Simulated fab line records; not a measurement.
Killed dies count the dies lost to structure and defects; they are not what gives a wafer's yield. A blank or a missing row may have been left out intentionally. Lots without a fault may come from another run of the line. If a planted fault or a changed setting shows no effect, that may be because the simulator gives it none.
Problem report, 8D (eight disciplines) form, completed by code ; flow nandHarc ; the parts of the form that need people (team, actions taken, sign-off) are left out

1. PROBLEM STATEMENT
Wafers without a fault read 0.950 a.u., standard deviation 0.022; oesProductAu at NHARC_P_GATE_ETCH_104 reads a mean of 0.650 a.u. on 4 wafers belonging to 3 lots. Relative to the usual mean, that is a shift of -14 standard deviations.
The step: etches the open film in CF4/CHF3, target depth 60 nm.
First seen on wafer L265.5, day 11 01:37, on rieDiel-07. The record holds 19 wafers of 7 lots with a number at this step. The rule behind "out" and "out of limits": a value lying over 4 standard deviations away from the usual mean. The other wafers with a number count as sound.

2. WHAT IT IS, AND WHAT IT ISN'T
question;is;is not
which readings at this step;oesProductAu;drypumpMotorCurrentA, rfVppV, showerheadPlenumPTorr, throttleValvePct
which lots;L265, L267, L268;L255, L261, L270, L271
which wafers of those lots;L265.5, L267.5, L267.6, L268.5;L265.1, L267.4, L268.1
read on which tools;rieDiel-07;rieDiel-05, rieDiel-12
when;from day 11 01:37;"up to then (7 sound wafers); but 8 sound wafers of L267, L268, L270, L271 came after"

3. WHAT RULES OUT EACH SUSPECT
Counting: a tool at a process step up to the reading stays a suspect if it ran every lot that is out. Sound lots after the first of them don't rule it out here, since some wafers of a struck lot are sound.
- rieDiel-07 at NHARC_P_GATE_DESCUM_31 (chemistry O2, time 3 s): kept. It processed each lot that is out (first: L265, day 11 01:32); up to then, its last sound lot is L261 (day 9 13:01).
- rieDiel-07 at NHARC_P_GATE_ETCH_104 (etches the open film in CF4/CHF3, target depth 60 nm): kept. It processed each lot that is out (first: L265, day 11 01:37); up to then, its last sound lot is L261 (day 9 13:07). Out on those wafers are its own readings of oesProductAu.
After counting, rieDiel-07 at NHARC_P_GATE_DESCUM_31 and rieDiel-07 at NHARC_P_GATE_ETCH_104 remain.

4. THE CAUSE (what the simulator had put in)
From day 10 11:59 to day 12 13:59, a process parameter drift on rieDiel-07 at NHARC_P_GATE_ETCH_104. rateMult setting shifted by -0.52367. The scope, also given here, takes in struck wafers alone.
After counting, 2 suspects remain, this tool included.

5. SEQUENCE OF EFFECTS, ordered by route
Each row: a reading where the mean over the struck wafers with a number is more than 3 standard deviations away from the usual. Readings are gone through only where the record gives a usual standard deviation; hours: the median, over the lots, of the time from a lot's start at the first step in this table giving one to that lot's start at this step; sigmas: the change measured in usual standard deviations.
hours;step;reading;usual;on struck wafers;change;sigmas
0;NHARC_P_GATE_ETCH_104;oesProductAu;0.950 a.u.;0.650;-0.300;-14
Process steps it contains:
- NHARC_P_GATE_ETCH_104: etches the open film in CF4/CHF3, target depth 60 nm.
Later measuring or inspecting steps at which every struck wafer that the step has a row for has a number for every such reading, and none has moved that far: NHARC_END_SORT_01.

6. WHAT WOULD HAVE CAUGHT IT SOONER
In this record the first reading out of limits was taken at day 11 01:37, 14 hours after the fault began at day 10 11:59.
